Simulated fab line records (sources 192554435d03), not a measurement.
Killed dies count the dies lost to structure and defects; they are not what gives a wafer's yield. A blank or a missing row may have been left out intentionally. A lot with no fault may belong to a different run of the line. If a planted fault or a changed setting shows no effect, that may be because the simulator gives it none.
Lot-split experiment	flow n5-finfet	7 lots, 39 wafers read, on a route of 1938 steps

== SPLIT DETAILS ==
At N5_BEOL_M3_TRENCH_ETCH_37 (etches SiOC in C4F6/O2, target depth 55.555 nm, time 29.2 s), the setting time-s was moved away from the recipe's 29.2 s on 12 of the 39 wafers read, by -31.3% to +51.3%. All remaining wafers had this setting at the recipe value.

== FROM THE SPLIT TO THE READING: what the file shows between them, 2 steps ==
- N5_BEOL_M3_ETCH_41: etches SiCN in CH3F/O2, target depth 29.9 nm, time 52.5 s
- N5_BEOL_M3_STRIP_97: strips in N2/H2, time 10 s

== THE READING ==
trench-depth-nm, in nm, at N5_BEOL_M3_OCD_MEAS_38. Typical for fault-free wafers on this fab line: 55.3 nm, with standard deviation 1.1 nm.

wafer	tool, chamber at the split	time-s as run, s	against the recipe	trench-depth-nm, nm	against lot-mates on the recipe
L078.1	rie-diel-05, 2	29.2	recipe	56.3	-
L078.2	rie-diel-05, 0	29.2	recipe	56.2	-
L078.3	rie-diel-05, 3	29.2	recipe	53.5	-
L078.4	rie-diel-05, 1	29.2	recipe	56.5	-
L078.5	rie-diel-05, 1	29.2	recipe	56.2	-
L078.6	rie-diel-05, 0	29.2	recipe	56.2	-
L081.1	rie-diel-05, 2	29.2	recipe	56.6	-
L081.2	rie-diel-05, 0	29.2	recipe	56.6	-
L081.3	rie-diel-05, 3	29.2	recipe	53.3	-
L083.1	rie-diel-05, 1	29.2	recipe	56.1	-
L083.2	rie-diel-05, 0	29.2	recipe	56.1	-
L083.3	rie-diel-05, 2	29.2	recipe	56.5	-
L083.4	rie-diel-05, 2	29.2	recipe	57.7	-
L083.5	rie-diel-05, 0	29.2	recipe	56.7	-
L083.6	rie-diel-05, 1	29.2	recipe	57.1	-
L084.1	rie-diel-05, 0	29.2	recipe	56.5	-
L084.2	rie-diel-05, 1	21.08	-27.8%	40.0	-16.3
L084.3	rie-diel-05, 3	29.2	recipe	55.1	-
L084.4	rie-diel-05, 2	29.2	recipe	57.4	-
L084.5	rie-diel-05, 0	21.08	-27.8%	41.1	-15.2
L084.6	rie-diel-05, 1	21.08	-27.8%	40.4	-15.9
L088.1	rie-diel-06, 0	29.2	recipe	55.6	-
L088.2	rie-diel-06, 3	40.12	+37.4%	72.9	+17.9
L088.3	rie-diel-06, 2	40.12	+37.4%	75.0	+20.0
L088.4	rie-diel-06, 1	29.2	recipe	54.5	-
L088.5	rie-diel-06, 2	40.12	+37.4%	75.6	+20.6
L088.6	rie-diel-06, 1	29.2	recipe	54.9	-
L087.1	rie-diel-02, 2	29.2	recipe	55.4	-
L087.2	rie-diel-02, 1	44.18	+51.3%	81.4	+26.1
L087.3	rie-diel-02, 3	29.2	recipe	56.5	-
L087.4	rie-diel-02, 0	44.18	+51.3%	82.0	+26.7
L087.5	rie-diel-02, 1	29.2	recipe	53.9	-
L087.6	rie-diel-02, 2	44.18	+51.3%	83.2	+27.9
L096.1	rie-diel-05, 3	20.06	-31.3%	38.1	-17.7
L096.2	rie-diel-05, 1	20.06	-31.3%	38.7	-17.1
L096.3	rie-diel-05, 0	29.2	recipe	55.2	-
L096.4	rie-diel-05, 2	20.06	-31.3%	38.7	-17.1
L096.5	rie-diel-05, 3	29.2	recipe	55.8	-
L096.6	rie-diel-05, 2	29.2	recipe	56.5	-

FIT RESULTS
A straight line over all 39 wafers: trench-depth-nm changes by +0.523 nm for each +1% of time-s; r = +1.00; the points scatter about the line by 1.1 nm.
The same after taking each lot's own level away (the mean of its wafers on the recipe; 39 wafers): +0.536 nm for each +1%; r = +1.00; scatter 0.95 nm.
That fit puts the effect of the largest move of time-s on the reading at 27 nm.
From 55.00 to 56.70 nm: that is the span of the lots' own levels, equal to 1.5 times the standard deviation above.
The two slopes agree, so the slope changes little with the lot-to-lot level.
Check: +27.5 nm against its lot-mates is what the line predicts for one of the wafers moved furthest among these (+51.3%) when that wafer is left out of the fit. It came out at +26.1 nm against them.

== OTHER SPLITS APPLIED TO THESE WAFERS ==
Note: prior to the reading, these wafers also went through further splits. Each is held against what the fit with the lots' levels taken away leaves over:
other split on the same wafers	wafers away from the commonest value	r with trench-depth-nm (lot level and that fit taken away)
N5_PMOS_HMC_CHANNEL_EPI_DEVELOP_08 develop-time-s	9	+0.15
N5_DUMMY_GATE_DESCUM_20 time-s	12	-0.07
N5_MOL_CONTACT_COAG_ETCH_124 target-depth-a	18	+0.14
N5_BEOL_M1_DEP_57 target-thk-a	15	-0.01

== THE WHOLE CHAIN: every reading that the file lists as answering this split, in the file's order ==
step	what it does	reading	change (the file's fit)	r (the file's)
N5_BEOL_M3_TRENCH_ETCH_37	etches SiOC in C4F6/O2, target depth 55.555 nm, time 29.2 s	etch.depth-nm (the simulator's own value, which no gauge read)	+0.533 nm for each +1% of the setting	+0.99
N5_BEOL_M3_TRENCH_ETCH_37	etches SiOC in C4F6/O2, target depth 55.555 nm, time 29.2 s	BEOL_M3.feature-depth-nm (the simulator's own value, which no gauge read)	+0.533 nm for each +1% of the setting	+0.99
N5_BEOL_M3_TRENCH_ETCH_37	etches SiOC in C4F6/O2, target depth 55.555 nm, time 29.2 s	TiN_of_BEOL_M3_HM_DEP_02.thk-nm (the simulator's own value, which no gauge read)	-0.0218 nm for each +1% of the setting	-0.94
N5_BEOL_M3_OCD_MEAS_38		trench-depth-nm	+0.535 nm for each +1% of the setting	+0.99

== FILE'S OWN FIT ==
trench-depth-nm changes by +0.535 nm for each +1% of time-s, r = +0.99.
